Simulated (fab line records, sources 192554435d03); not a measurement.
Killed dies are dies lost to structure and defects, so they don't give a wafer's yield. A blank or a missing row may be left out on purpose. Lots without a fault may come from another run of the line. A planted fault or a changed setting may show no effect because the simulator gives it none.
fab line records | flow n5_finfet
record lots=8 wafers=24 last_day=18
route steps=1938 shown SD_EPI_P@306 SD_ACTIVATION@330 ILD0@340 BEOL_M4@1111 PASSIVATION@1936
lots that met no fault: from a run of the same line without faults
start_h: hours from the record's first day to the start of the lot's first wafer shown | wait_h: hours since the lot's step before | " the same as in the row above | L1.1+2: a row that stands for several wafers | - no value, or no start given | * or withheld: withheld | < > ~ a bound
route shown NAME@n: a module of which the file shows steps, and the number in the route of the first | usual: mean/standard deviation of fault-free wafers | same: alike in all rows | chamber/n: place in a boat | sites: the reading at each site | _std_site: their standard deviation | _edge_site: outer sites' mean less inner sites' | radius_mm: how far each site lies from the wafer's centre | mask NAME#n: copy n | behind: the tool/chamber that last shaped the wafer | hold: why the lot was held/for how many hours/how that ended | device: the transistor (n, p or np) that didn't switch | end of line: the same wafers' tests at the end of the route | a step without rows: its recipe alone | killed: dies lost to structure and defects at the first sort, not the wafer's yield | map: a wafer's dies, x killed, . not, _ none there
set.NAME: the setting as run; set.NAME@STEP: as run at that earlier step | model.NAME: the simulator's own value behind a step, which no gauge read
steps of the route over a sample of lots; a table a step, a row a wafer
services: from which hour (start_h, from the record's first day; less than 0 if before it) a tool's chamber was out of use, for how many hours, and why
## steps
# step N5_SD_EPI_P_DESCUM_14
# recipe chemistry=O2 time_s=7.9 source_power_w=50 bias_power_w=20 pressure_mtorr=20 rf_frequency_hz=2.712e+07 temp_c=40 resist=CAR-ArF-block o2_flow_sccm=225
# usual bias_power_w=20.00/0.062 drypump_motor_current_A=5.9/0.34 oes_product_au=0.76/0.071 rf_vpp_V=243.5/1 showerhead_plenum_p_Torr=2.11/0.046 throttle_valve_pct=20.45/0.21
# columns lot.wafer tool chamber start_h wait_h bias_power_w drypump_motor_current_A oes_product_au rf_hours_counter_h rf_vpp_V showerhead_plenum_p_Torr throttle_valve_pct
L508.1 rie_diel-01 2 64.35 0.0 20.00 5.5 0.71 175 242.6 2.17 20.71
L508.2 " 0 " " 20.06 6.3 0.69 216 244.4 2.16 20.29
L508.5 " 2 " " 19.99 5.5 0.71 - 243.1 2.17 20.69
L514.2 rie_diel-02 0 104.29 0.1 20.04 5.4 0.83 54 243.3 2.12 20.28
L514.4 " 2 " " 19.99 6.3 0.69 239 243.1 2.14 20.77
L514.5 " 0 " " 20.06 5.4 0.84 - 243.9 2.12 20.28
L515.3 rie_diel-01 3 110.26 0.0 20.03 5.7 0.81 95 243.3 2.02 20.63
L515.4 " 1 " " 20.03 5.9 0.70 208 243.0 2.06 20.35
L515.5 " 2 " " 19.90 5.5 0.70 - 244.0 2.17 20.71
L520.1 rie_diel-01 1 137.03 0.0 19.99 5.9 0.70 216 242.0 2.06 20.34
L520.4 " 0 " " 19.94 6.3 0.68 235 244.3 2.15 20.34
L520.5 " 1 " " 19.94 5.9 0.69 - 242.5 2.06 20.36
L522.2 rie_diel-02 3 149.17 0.0 20.02 5.6 0.74 138 244.2 2.10 20.16
L522.3 " 0 " " 20.10 5.4 0.81 69 243.9 2.11 20.32
L522.5 " 0 " " 20.18 5.4 0.83 - 243.8 2.11 20.31
L523.1 rie_diel-05 0 155.84 0.0 19.93 6.1 0.89 35 242.7 2.14 20.56
L523.4 " 3 " " 20.04 6.0 0.71 214 243.9 2.16 20.44
L523.5 " 1 " " 19.97 5.9 0.89 - 243.0 2.13 20.02
L526.1 rie_diel-02 0 172.38 0.0 20.03 5.4 0.81 77 244.0 2.11 20.33
L526.4 " 2 " " 19.97 6.3 0.99 3 244.3 2.14 20.43
L526.5 " 1 " " 20.08 6.3 0.74 - 241.1 2.08 20.65
L529.2 rie_diel-05 0 196.20 0.0 20.09 6.1 0.87 46 243.2 2.13 20.58
L529.4 " 2 " " 20.07 5.5 0.81 67 243.1 2.13 20.39
L529.5 " 2 " " 20.03 5.5 0.82 - 244.0 2.13 20.39
# step N5_SD_ACTIVATION_RTA_00
# recipe temp_c=975 time_s=0 ambient=N2 idle_temp_c=600 ramp_up_c_per_s=150 ramp_down_c_per_s=60 cool_to_c=600
# usual lamp_power_pct=8.95/0.056 lamp_zone_1_pct=8.954/0.026 lamp_zone_2_pct=8.96/0.03 lamp_zone_3_pct=8.949/0.029 lamp_zone_4_pct=8.952/0.025 lamp_zone_5_pct=8.953/0.028 lamp_zone_6_pct=8.883/0.027 lamp_zone_7_pct=9.35/0.031 wafer_temp_C_max=975.1/1.8
# columns lot.wafer tool chamber start_h wait_h lamp_power_pct lamp_zone_1_pct lamp_zone_2_pct lamp_zone_3_pct lamp_zone_4_pct lamp_zone_5_pct lamp_zone_6_pct lamp_zone_7_pct wafer_temp_C_max
L508.1 rtp_anneal-02 0 68.94 0.0 8.94 8.943 8.94 9.012 8.994 8.935 8.858 9.38 976.6
L508.2 " 0 " " 9.04 8.981 8.91 8.972 8.919 8.963 8.855 9.34 973.1
L508.5 " 0 " " 8.92 8.924 8.95 8.955 8.964 8.980 8.881 9.33 977.6
L514.2 rtp_anneal-01 0 110.02 0.1 8.86 8.938 8.91 8.896 8.945 8.950 8.838 9.27 972.9
L514.4 " 0 " " 8.94 8.911 9.00 8.962 8.971 8.941 8.857 9.33 973.2
L514.5 " 0 " " 8.97 8.942 8.92 8.927 8.964 8.935 8.896 9.37 975.8
L515.3 rtp_anneal-01 0 114.10 0.1 8.93 9.007 8.95 9.024 8.956 8.895 8.888 9.34 971.8
L515.4 " 0 " " 8.99 8.933 8.91 8.962 8.990 8.964 8.872 9.30 977.2
L515.5 " 0 " " 8.99 8.985 8.97 8.960 8.992 8.980 8.870 9.36 977.2
L520.1 rtp_anneal-01 0 141.62 0.0 9.33 9.413 9.35 9.410 9.414 9.432 9.255 9.82 973.9
L520.4 " 0 " " 9.40 9.392 9.37 9.368 9.374 9.365 9.287 9.81 975.6
L520.5 " 0 " " 9.45 9.387 9.36 9.393 9.369 9.400 9.375 9.82 975.3
L522.2 rtp_anneal-02 0 153.10 0.1 8.91 9.007 8.99 9.000 8.987 8.963 8.913 9.30 974.9
L522.3 " 0 " " 9.02 8.979 8.95 8.947 8.951 9.028 8.913 9.37 975.0
L522.5 " 0 " " 8.94 8.940 8.98 8.944 8.951 8.905 8.910 9.31 975.2
L523.1 rtp_anneal-02 0 159.59 0.0 8.91 8.968 8.91 8.930 8.934 8.956 8.901 9.34 979.3
L523.4 " 0 " " 9.03 8.962 8.96 8.952 8.976 8.939 8.852 9.37 972.5
L523.5 " 0 " " 9.03 8.968 8.98 8.955 8.945 8.953 8.876 9.32 975.2
L526.1 rtp_anneal-01 0 176.13 0.0 9.35 9.398 9.39 9.416 9.405 9.343 9.344 9.88 973.1
L526.4 " 0 " " 9.39 9.402 9.45 9.422 9.373 9.381 9.364 9.88 974.1
L526.5 " 0 " " 9.33 9.395 9.45 9.446 9.439 9.428 9.321 9.80 974.8
L529.2 rtp_anneal-02 0 199.98 0.1 8.98 8.911 8.97 8.937 8.934 8.944 8.860 9.36 976.8
L529.4 " 0 " " 8.90 8.951 8.98 8.973 8.953 8.934 8.826 9.39 975.6
L529.5 " 0 " " 8.93 8.924 8.96 8.946 8.949 8.952 8.873 9.33 978.5
# step N5_SD_ACTIVATION_INSPECT_02
# recipe inspect_instrument=darkfield mode=post_anneal
# usual raw_defect_count=183/36
# columns lot.wafer tool chamber start_h wait_h raw_defect_count
L508.1 defect_inspect-02 - 69.67 0.2 164
L508.2 " - " " 162
L508.5 " - " " 162
L514.2 defect_inspect-02 - 110.73 0.2 245
L514.4 " - " " 187
L514.5 " - " " 246
L515.3 defect_inspect-01 - 114.76 0.1 138
L515.4 " - " " 206
L515.5 " - " " 178
L520.1 defect_inspect-01 - 142.36 0.2 184
L520.4 " - " " 202
L520.5 " - " " 177
L522.2 defect_inspect-01 - 153.80 0.1 148
L522.3 " - " " 171
L522.5 " - " " 175
L523.1 defect_inspect-02 - 160.32 0.2 197
L523.4 " - " " 178
L523.5 " - " " 175
L526.1 defect_inspect-01 - 176.85 0.2 192
L526.4 " - " " 193
L526.5 " - " " 173
L529.2 defect_inspect-01 - 202.30 0.1 176
L529.4 " - " " 189
L529.5 " - " " 169
# step N5_ILD0_CMP_07
# recipe stop_on=poly-Si material=SiO2_flowable t_overpolish_s=1.18 post_cmp_clean=alkaline_brush down_force_psi=4.1491 platen_rpm=51.796 pad_velocity_m_s=1.0306 target_thk_nm=138.88
# usual motor_current_A=12.2/0.94
# columns lot.wafer tool chamber start_h wait_h motor_current_A
L508.1 cmp-02 2 72.39 0.0 12.5
L508.2 " 3 " " 11.8
L508.5 " 3 " " 11.6
L514.2 cmp-02 2 113.45 0.0 12.2
L514.4 " 0 " " 12.8
L514.5 " 3 " " 11.5
L515.4 cmp-02 2 117.52 0.0 11.8
L515.3 " 1 " " 11.6
L515.5 " 2 " " 11.8
L520.4 cmp-03 3 145.08 0.0 11.9
L520.1 " 2 " " 12.3
L520.5 " 0 " " 10.9
L522.2 cmp-02 1 156.84 0.1 11.5
L522.3 " 2 " " 12.0
L522.5 " 3 " " 11.8
L523.4 cmp-03 0 163.08 0.1 10.6
L523.1 " 1 " " 12.0
L523.5 " 3 " " 12.1
L526.1 cmp-03 0 180.82 0.1 10.7
L526.4 " 1 " " 12.0
L526.5 " 2 " " 11.8
L529.2 cmp-01 2 205.40 0.0 13.2
L529.4 " 0 " " 13.2
L529.5 " 2 " " 13.6
# step N5_BEOL_M4_RC_MEAS_101
# usual DIBL_N=36.4/1.4 DIBL_P=36.3/1.8 IOFF_N=0.163/0.024 IOFF_N_85C=3.2/0.4 IOFF_N_LIN=0.075/0.0093 IOFF_N_LONG=5.66e-05/2.1e-06 IOFF_P=0.21/0.034 IOFF_P_85C=3.7/0.49 IOFF_P_LIN=0.102/0.013 ION_N=673/11 ION_P=461/7.4 REXT_N=75.0/1.9 REXT_P=101.0/2.2 SS_N=71.6/0.52 SS_P=73.3/0.58 VT_N=249.4/2.5 VT_N_LVT=98.3/2.7 VT_P=-250/3.5 VT_P_LVT=-98.3/2.7
# columns lot.wafer tool chamber start_h wait_h DIBL_N[mV/V] DIBL_P[mV/V] IOFF_N[nA/um] IOFF_N_85C[nA/um] IOFF_N_LIN[nA/um] IOFF_N_LONG[nA/um] IOFF_P[nA/um] IOFF_P_85C[nA/um] IOFF_P_LIN[nA/um] ION_N[uA/um] ION_P[uA/um] REXT_N[ohm.um] REXT_P[ohm.um] SS_N[mV/dec] SS_P[mV/dec] VT_N[mV] VT_N_LVT[mV] VT_P[mV] VT_P_LVT[mV]
L508.1 prober-01 0 175.17 0.0 37.2 38.0 0.170 3.4 0.078 5.56e-05 0.25 4.2 0.114 663 456 76.1 101.1 71.9 73.8 245.9 99.1 -246 -97.3
L508.2 " 0 " " 37.2 37.4 0.169 3.4 0.076 5.54e-05 0.24 4.0 0.111 668 462 76.7 99.7 71.2 73.4 249.0 98.6 -248 -97.1
L508.5 " 0 " " 37.5 38.2 0.181 3.6 0.079 5.59e-05 0.24 4.1 0.113 666 459 76.4 100.4 71.9 73.8 246.9 97.7 -248 -96.7
L514.2 prober-02 0 212.44 0.2 36.0 36.8 0.169 3.3 0.077 5.53e-05 0.23 4.0 0.109 665 461 75.2 103.6 72.1 73.5 248.2 97.1 -247 -95.9
L514.4 " 0 " " 35.0 35.7 0.145 2.9 0.069 5.59e-05 0.21 3.7 0.103 666 457 75.4 103.0 71.0 73.2 248.0 101.0 -249 -98.0
L514.5 " 0 " " 36.5 37.7 0.174 3.3 0.081 5.62e-05 0.26 4.4 0.120 680 475 75.8 102.5 71.9 73.9 247.9 97.1 -244 -94.9
L515.3 prober-01 0 225.25 0.3 36.0 35.9 0.159 3.1 0.068 5.53e-05 0.20 3.4 0.094 652 450 78.1 104.4 72.2 73.1 250.4 101.4 -250 -98.2
L515.4 " 0 " " 34.4 34.8 0.137 2.7 0.064 5.38e-05 0.18 3.2 0.090 651 451 77.6 105.1 70.9 72.5 252.9 101.7 -254 -99.6
L515.5 " 0 " " 35.0 34.5 0.145 2.9 0.064 5.47e-05 0.18 3.2 0.089 659 446 78.1 104.5 71.7 73.3 254.1 101.3 -253 -100.5
L520.1 prober-01 0 257.91 0.0 48.6 39.5 0.614 9.7 0.208 6.48e-05 0.32 5.2 0.138 763 484 62.1 93.9 75.0 74.0 227.9 76.3 -240 -90.3
L520.4 " 0 " " 49.3 38.9 0.653 10.2 0.194 6.56e-05 0.31 5.0 0.133 737 482 62.9 93.1 74.8 73.8 232.5 79.1 -240 -91.9
L520.5 " 0 " " 52.4 41.5 0.913 13.5 0.237 6.55e-05 0.37 5.9 0.150 759 481 63.1 94.5 76.8 74.9 226.8 76.1 -239 -90.6
L522.2 prober-02 0 261.20 0.2 37.7 35.9 0.174 3.4 0.074 5.57e-05 0.21 3.6 0.098 663 451 76.8 100.0 72.5 73.4 252.2 100.3 -249 -99.4
L522.3 " 0 " " 35.0 33.7 0.124 2.5 0.060 5.59e-05 0.17 3.1 0.085 661 455 76.1 100.8 71.4 73.3 254.1 103.2 -250 -102.6
L522.5 " 0 " " 35.7 33.7 0.138 2.8 0.064 5.58e-05 0.17 3.1 0.086 653 448 77.0 101.8 71.8 72.7 252.6 101.0 -256 -101.9
L523.1 prober-01 0 266.60 0.0 36.4 37.2 0.175 3.4 0.081 5.67e-05 0.22 3.9 0.104 676 461 74.8 98.5 71.5 73.4 248.3 96.6 -248 -97.4
L523.4 " 0 " " 34.9 35.6 0.147 3.0 0.073 5.7e-05 0.19 3.4 0.092 683 465 75.4 98.7 70.5 72.6 248.1 96.8 -251 -99.4
L523.5 " 0 " " 35.2 36.2 0.153 3.0 0.074 5.71e-05 0.19 3.5 0.094 682 468 75.1 97.9 70.8 72.1 249.0 97.5 -251 -98.5
L526.1 prober-01 0 286.41 0.0 57.1 42.7 1.243 17.4 0.242 6.13e-05 0.39 6.1 0.168 744 476 62.5 92.1 80.0 74.7 231.2 80.0 -238 -91.7
L526.4 " 0 " " 54.0 41.3 0.897 13.1 0.230 6.21e-05 0.37 5.8 0.162 761 485 62.4 91.2 76.9 74.3 229.6 80.7 -239 -91.2
L526.5 " 0 " " 53.4 40.9 0.794 11.9 0.212 6.07e-05 0.35 5.5 0.153 742 481 62.7 92.5 76.8 74.0 229.7 81.7 -240 -91.6
L529.2 prober-01 0 306.09 0.2 37.4 35.5 0.158 3.1 0.075 5.94e-05 0.23 4.1 0.113 674 466 69.7 96.9 71.0 73.2 249.3 98.9 -247 -95.2
L529.4 " 0 " " 40.3 38.7 0.217 4.0 0.095 5.89e-05 0.30 5.0 0.136 691 465 70.0 97.3 72.4 73.9 245.3 94.3 -242 -92.6
L529.5 " 0 " " 36.6 33.9 0.146 2.9 0.067 5.83e-05 0.22 3.8 0.107 656 458 69.8 98.1 71.6 72.1 254.2 101.8 -247 -96.7
# step N5_PASSIVATION_PROBE_49
# usual defect_limited_yield=91.4/1.6 killed_at_M0_to_M3=34/12 killed_at_M4_up=13/5.2 killed_at_contacts=11/5.5 killed_at_front_end=40/13 killed_at_other=3.4/2.7 killed_dies=102/19 killed_open=66/15 killed_short=33/7.9 sort_bin_4_leakage=0/0 sort_bin_5_function=5.1/1.1 sort_bin_6_memory=3.2/0.7 sort_n_pass=1078/19 sort_yield_pct=91.4/1.6
# same gross_dies=1180 killed_at_back_side=0 sort_bin_8_speed[%]=0
# columns lot.wafer tool chamber start_h wait_h defect_limited_yield[%] killed_at_M0_to_M3 killed_at_M4_up killed_at_contacts killed_at_front_end killed_at_other killed_dies killed_open killed_short sort_bin_4_leakage[%] sort_bin_5_function[%] sort_bin_6_memory[%] sort_n_pass sort_yield_pct[%]
L508.1 prober-02 - 277.43 0.0 91.0 48 13 9 30 6 106 73 32 0 5.8 3.0 1074 91.0
L508.2 prober-02 - 277.48 0.1 93.4 21 12 13 25 7 78 54 20 0 3.8 2.8 1102 93.4
L508.5 prober-02 - 277.63 0.2 91.1 30 9 6 46 14 105 64 38 0 5.1 3.6 1075 91.1
L514.2 prober-02 - 311.26 0.1 91.6 27 29 7 32 4 99 65 26 0 4.9 2.8 1081 91.6
L514.4 prober-02 - 311.36 0.2 90.5 51 14 10 28 9 112 66 43 0 4.7 4.5 1068 90.5
L514.5 prober-02 - 311.41 0.2 92.5 23 19 13 29 5 89 57 27 0 4.6 2.8 1091 92.5
L515.3 prober-02 - 328.10 0.1 91.4 31 16 6 44 4 101 74 25 0 6.0 2.4 1079 91.4
L515.4 prober-02 - 328.15 0.2 92.9 30 7 10 33 4 84 55 27 0 4.0 2.9 1096 92.9
L515.5 prober-02 - 328.20 0.2 91.2 20 11 17 51 5 104 77 25 0 5.2 3.5 1076 91.2
L520.1 prober-02 - 370.04 0.0 90.1 36 17 10 53 1 117 74 43 78.47 5.8 3.6 137 11.6
L520.4 prober-02 - 370.19 0.2 90.1 47 24 8 30 8 117 82 35 83.90 5.8 3.9 73 6.2
L520.5 prober-02 - 370.24 0.2 88.7 58 8 11 45 11 133 80 52 88.64 7.2 3.7 1 0.1
L523.1 prober-01 - 370.65 0.0 90.8 33 18 7 49 1 108 72 36 0 6.0 2.9 1072 90.8
L523.4 prober-01 - 370.80 0.2 90.8 38 9 22 38 1 108 55 53 0 5.6 3.2 1072 90.8
L523.5 prober-01 - 370.85 0.2 90.3 28 11 14 57 4 114 77 35 0 6.3 3.1 1066 90.3
L522.2 prober-02 - 371.83 0.1 93.5 25 11 9 32 0 77 45 31 0 2.6 3.5 1103 93.5
L522.3 prober-02 - 371.88 0.1 92.5 21 11 15 40 2 89 55 30 0 4.2 2.9 1091 92.5
L522.5 prober-02 - 371.98 0.2 93.1 34 3 11 33 0 81 53 28 0 4.4 2.4 1099 93.1
L526.1 prober-01 - 400.61 0.0 90.0 31 14 12 61 0 118 81 37 90.00 5.2 4.5 0 0
L526.4 prober-01 - 400.76 0.2 90.4 48 9 8 45 3 113 75 38 90.42 5.9 3.3 0 0
L526.5 prober-01 - 400.81 0.2 91.6 43 16 12 26 2 99 66 30 91.27 4.8 3.3 4 0.3
L529.2 prober-01 - 431.13 0.1 92.6 36 14 5 26 6 87 54 31 0 3.9 3.1 1093 92.6
L529.4 prober-01 - 431.23 0.2 91.3 38 18 11 34 2 103 59 36 0 5.1 2.4 1077 91.3
L529.5 prober-01 - 431.28 0.2 91.8 28 16 22 23 8 97 60 34 0 5.5 2.1 1083 91.8
# killed by level:class
L508.1 BEOL_M2:geometric_particle:open=19 DUMMY_GATE:geometric_particle:open=7 STI_FIN_REVEAL:geometric_particle:open=6 MOL_CONTACT_COAG:geometric_particle:open=6 BEOL_M2:geometric_particle:short=6 BEOL_M1:geometric_particle:open=5 BEOL_M3:geometric_particle:open=5 BEOL_M0_SAQP:geometric_particle:short=4
L508.2 MOL_CONTACT_COAG:geometric_particle:open=10 BEOL_M4:geometric_particle:open=7 STI_FIN_REVEAL:geometric_particle:open=6 BEOL_M0:geometric_particle:open=6 GATE_CUT:geometric_particle:open=4 BEOL_M1:geometric_particle:open=4 BEOL_M2:geometric_particle:open=4 ILD0:geometric_particle:open=3
L508.5 STI_FIN_REVEAL:geometric_particle:open=9 BEOL_M0_SAQP:geometric_particle:short=9 DUMMY_GATE:geometric_particle:open=7 BEOL_M4:geometric_particle:open=7 FIN_SAQP:geometric_particle:open=6 FIN_SAQP:geometric_particle:short=6 MOL_CONTACT_COAG:geometric_particle:open=5 PASS1_CAP:geometric_particle:short=5
L514.2 BEOL_M4:geometric_particle:open=10 BEOL_M0_SAQP:geometric_particle:open=9 FIN_SAQP:geometric_particle:open=7 MOL_CONTACT_COAG:geometric_particle:open=6 BEOL_M5:geometric_particle:open=6 BEOL_M0_SAQP:geometric_particle:short=5 BEOL_M0:geometric_particle:open=5 DUMMY_GATE:geometric_particle:open=4
L514.4 BEOL_M0_SAQP:geometric_particle:short=24 BEOL_M0_SAQP:geometric_particle:open=18 MOL_CONTACT_COAG:geometric_particle:open=10 BEOL_M4:geometric_particle:open=7 STI_FIN_REVEAL:geometric_particle:open=5 DUMMY_GATE:geometric_particle:open=5 FIN_SAQP:geometric_particle:open=4 GATE_CUT:geometric_particle:short=3
L514.5 MOL_CONTACT_COAG:geometric_particle:open=10 BEOL_M0_SAQP:geometric_particle:open=8 STI_FIN_REVEAL:geometric_particle:open=7 BEOL_M0_SAQP:geometric_particle:short=7 BEOL_M4:geometric_particle:open=6 STARTING-WAFER:geometric_particle:short=6 DUMMY_GATE:geometric_particle:open=4 MOL_CONTACT_COAG:geometric_particle:short=3
L515.3 STI_FIN_REVEAL:geometric_particle:open=17 DUMMY_GATE:geometric_particle:open=9 BEOL_M1:geometric_particle:open=8 MOL_CONTACT_COAG:geometric_particle:open=6 BEOL_M2:geometric_particle:open=6 STI_FIN_REVEAL:geometric_particle:short=5 BEOL_M0_SAQP:geometric_particle:short=4 BEOL_M0_SAQP:geometric_particle:open=4
L515.4 STI_FIN_REVEAL:geometric_particle:open=11 MOL_CONTACT_COAG:geometric_particle:open=9 BEOL_M0_SAQP:geometric_particle:open=8 GATE_CUT:geometric_particle:short=7 BEOL_M2:geometric_particle:open=7 FIN_SAQP:geometric_particle:short=4 BEOL_M1:geometric_particle:open=4 BEOL_M0_SAQP:geometric_particle:short=4
L515.5 MOL_CONTACT_COAG:geometric_particle:open=14 FIN_SAQP:geometric_particle:short=12 STI_FIN_REVEAL:geometric_particle:open=11 FIN_SAQP:geometric_particle:open=10 BEOL_M4:geometric_particle:open=6 BEOL_M1:geometric_particle:open=6 BEOL_M2:geometric_particle:open=6 DUMMY_GATE:geometric_particle:open=5
L520.1 FIN_SAQP:geometric_particle:open=16 MOL_CONTACT_COAG:geometric_particle:open=10 FIN_SAQP:geometric_particle:short=9 BEOL_M2:geometric_particle:open=9 GATE_CUT:geometric_particle:short=7 BEOL_M4:geometric_particle:open=7 GATE_CUT:geometric_particle:open=5 BEOL_M0_SAQP:geometric_particle:short=5
L520.4 BEOL_M4:geometric_particle:open=14 BEOL_M0_SAQP:geometric_particle:open=12 BEOL_M2:geometric_particle:open=11 BEOL_M3:geometric_particle:open=10 STI_FIN_REVEAL:geometric_particle:open=7 FIN_SAQP:geometric_particle:short=6 FIN_SAQP:geometric_particle:open=6 MOL_CONTACT_COAG:geometric_particle:open=6
L520.5 BEOL_M0_SAQP:geometric_particle:short=19 FIN_SAQP:geometric_particle:short=12 BEOL_M2:geometric_particle:open=11 STI_FIN_REVEAL:geometric_particle:open=10 MOL_CONTACT_COAG:geometric_particle:open=10 BEOL_M3:geometric_particle:open=10 FIN_SAQP:geometric_particle:open=6 BEOL_M0_SAQP:geometric_particle:open=6
L523.1 FIN_SAQP:geometric_particle:open=15 FIN_SAQP:geometric_particle:short=8 BEOL_M4:geometric_particle:open=8 STI_FIN_REVEAL:geometric_particle:open=7 MOL_CONTACT_COAG:geometric_particle:open=7 BEOL_M0_SAQP:geometric_particle:open=7 BEOL_M2:geometric_particle:open=6 STI_FIN_REVEAL:geometric_particle:short=5
L523.4 MOL_CONTACT_COAG:geometric_particle:open=16 FIN_SAQP:geometric_particle:short=14 BEOL_M0_SAQP:geometric_particle:short=13 STI_FIN_REVEAL:geometric_particle:open=7 BEOL_M0_SAQP:geometric_particle:open=7 MOL_CONTACT_COAG:geometric_particle:short=6 BEOL_M4:geometric_particle:open=6 GATE_CUT:geometric_particle:short=5
L523.5 FIN_SAQP:geometric_particle:open=17 STI_FIN_REVEAL:geometric_particle:open=15 MOL_CONTACT_COAG:geometric_particle:open=11 FIN_SAQP:geometric_particle:short=10 BEOL_M2:geometric_particle:open=8 BEOL_M0_SAQP:geometric_particle:short=7 BEOL_M0_SAQP:geometric_particle:open=6 BEOL_M4:geometric_particle:open=5
L522.2 FIN_SAQP:geometric_particle:short=9 FIN_SAQP:geometric_particle:open=9 MOL_CONTACT_COAG:geometric_particle:open=9 BEOL_M0_SAQP:geometric_particle:short=6 BEOL_M0:geometric_particle:open=5 STARTING-WAFER:geometric_particle:open=4 BEOL_M2:geometric_particle:short=4 DUMMY_GATE:geometric_particle:short=3
L522.3 MOL_CONTACT_COAG:geometric_particle:open=12 FIN_SAQP:geometric_particle:open=11 STI_FIN_REVEAL:geometric_particle:open=5 BEOL_M0_SAQP:geometric_particle:short=5 DUMMY_GATE:geometric_particle:open=4 DUMMY_GATE:geometric_particle:short=4 BEOL_M6:geometric_particle:open=4 HKMG_FIN:area_etch=4
L522.5 FIN_SAQP:geometric_particle:open=10 MOL_CONTACT_COAG:geometric_particle:open=8 BEOL_M0_SAQP:geometric_particle:open=7 BEOL_M3:geometric_particle:open=6 FIN_SAQP:geometric_particle:short=5 BEOL_M0_SAQP:geometric_particle:short=5 BEOL_M0:geometric_particle:open=5 GATE_CUT:geometric_particle:short=4
L526.1 FIN_SAQP:geometric_particle:open=17 FIN_SAQP:geometric_particle:short=10 BEOL_M1:geometric_particle:open=10 STI_FIN_REVEAL:geometric_particle:open=9 MOL_CONTACT_COAG:geometric_particle:open=7 STI_FIN_REVEAL:geometric_particle:short=6 DUMMY_GATE:geometric_particle:open=6 BEOL_M2:geometric_particle:open=6
L526.4 FIN_SAQP:geometric_particle:open=13 BEOL_M2:geometric_particle:open=9 BEOL_M3:geometric_particle:open=9 FIN_SAQP:geometric_particle:short=8 MOL_CONTACT_COAG:geometric_particle:open=8 BEOL_M1:geometric_particle:open=8 GATE_CUT:geometric_particle:short=7 BEOL_M0_SAQP:geometric_particle:short=6
L526.5 BEOL_M1:geometric_particle:open=15 MOL_CONTACT_COAG:geometric_particle:open=11 BEOL_M2:geometric_particle:open=10 STI_FIN_REVEAL:geometric_particle:open=6 FIN_SAQP:geometric_particle:short=5 BEOL_M0_SAQP:geometric_particle:short=4 BEOL_M2:geometric_particle:short=4 STI_FIN_REVEAL:geometric_particle:short=3
L529.2 BEOL_M3:geometric_particle:open=11 BEOL_M0_SAQP:geometric_particle:short=8 FIN_SAQP:geometric_particle:short=6 BEOL_M0_SAQP:geometric_particle:open=6 STI_FIN_REVEAL:geometric_particle:open=5 BEOL_M1:geometric_particle:open=5 BEOL_M4:geometric_particle:open=5 FIN_SAQP:geometric_particle:open=4
L529.4 BEOL_M0_SAQP:geometric_particle:short=15 MOL_CONTACT_COAG:geometric_particle:open=10 BEOL_M0_SAQP:geometric_particle:open=10 HKMG_FIN:area_etch=7 BEOL_M4:geometric_particle:open=6 FIN_SAQP:geometric_particle:short=5 BEOL_M3:geometric_particle:open=5 ILD0:geometric_particle:short=4
L529.5 MOL_CONTACT_COAG:geometric_particle:open=13 BEOL_M4:geometric_particle:open=12 BEOL_M0_SAQP:geometric_particle:short=11 MOL_CONTACT_COAG:geometric_particle:short=9 BEOL_M0_SAQP:geometric_particle:open=6 BEOL_M3:geometric_particle:open=5 GATE_CUT:geometric_particle:open=4 STARTING-WAFER:geometric_particle:short=3
## services
# columns tool chamber start_h hours kind
rie_diel-02 0 49.56 4.1 repair
cmp-02 - 57.19 3.1 repair
rie_diel-05 0 72.95 3.1 repair
rie_diel-01 - 73.88 0.1 repair
rie_diel-05 3 94.96 1.2 repair
rtp_anneal-02 - 111.10 4.5 pm
rie_diel-02 2 138.40 - clean
rie_diel-02 2 138.40 - consumable_replace:focus_ring
rie_diel-02 2 138.40 25.0 scheduled_down
rie_diel-02 2 138.40 25.0 vent_cycle
cmp-03 - 140.57 2.4 repair
rie_diel-01 3 147.65 1.5 repair
cmp-02 - 150.80 4.0 pm
cmp-02 - 154.80 - consumable_replace:conditioner
cmp-02 - 154.80 - consumable_replace:pad
cmp-03 - 155.77 4.0 pm
rie_diel-02 3 191.01 10.1 repair
rie_diel-01 0 196.11 - clean
rie_diel-01 0 196.11 - consumable_replace:focus_ring
rie_diel-01 0 196.11 21.7 scheduled_down
rie_diel-01 0 196.11 21.7 vent_cycle
## key
first_sign step=N5_SD_ACTIVATION_RTA_00 reading=lamp_zone_4_pct direction=up sigmas=18 usual=* struck=*
effect step=N5_SD_ACTIVATION_RTA_00 reading=lamp_zone_1_pct direction=up sigmas=17 usual=* struck=*
effect step=N5_BEOL_M4_RC_MEAS_101 reading=IOFF_N direction=up sigmas=28 usual=0.163 struck=0.852
effect step=N5_BEOL_M4_RC_MEAS_101 reading=IOFF_N_85C direction=up sigmas=24 usual=3.2 struck=12.6
effect step=N5_BEOL_M4_RC_MEAS_101 reading=IOFF_N_LIN direction=up sigmas=16 usual=0.075 struck=0.221
effect step=N5_BEOL_M4_RC_MEAS_101 reading=DIBL_N direction=up sigmas=11 usual=36.4 struck=52.5
effect step=N5_BEOL_M4_RC_MEAS_101 reading=SS_N direction=up sigmas=9.9 usual=71.6 struck=76.7
effect step=N5_BEOL_M4_RC_MEAS_101 reading=VT_N direction=down sigmas=7.8 usual=249.4 struck=229.6
effect step=N5_BEOL_M4_RC_MEAS_101 reading=VT_N_LVT direction=down sigmas=7.1 usual=98.3 struck=79.0
effect step=N5_BEOL_M4_RC_MEAS_101 reading=ION_N direction=up sigmas=6.9 usual=673 struck=751
effect step=N5_BEOL_M4_RC_MEAS_101 reading=REXT_N direction=down sigmas=6.7 usual=75.0 struck=62.6
effect step=N5_BEOL_M4_RC_MEAS_101 reading=IOFF_P direction=up sigmas=4 usual=0.21 struck=0.35
effect step=N5_BEOL_M4_RC_MEAS_101 reading=IOFF_P_85C direction=up sigmas=3.8 usual=3.7 struck=5.6
effect step=N5_BEOL_M4_RC_MEAS_101 reading=IOFF_P_LIN direction=up sigmas=3.7 usual=0.102 struck=0.151
effect step=N5_PASSIVATION_PROBE_49 reading=sort_bin_4_leakage direction=up sigmas=99+ usual=0 struck=87.12
met_at N5_SD_ACTIVATION_RTA_00
struck_lots L520,L526
not_acting_at N5_SD_EPI_P_DESCUM_14,N5_SD_ACTIVATION_INSPECT_02,N5_ILD0_CMP_07
onset_between 114.10 141.62
fault kind=process_parameter_drift tool=rtp_anneal-01 chamber=- onset_h=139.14 steps=N5_SD_ACTIVATION_RTA_00 channel=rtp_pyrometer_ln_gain offset=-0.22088 shape=step end_h=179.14
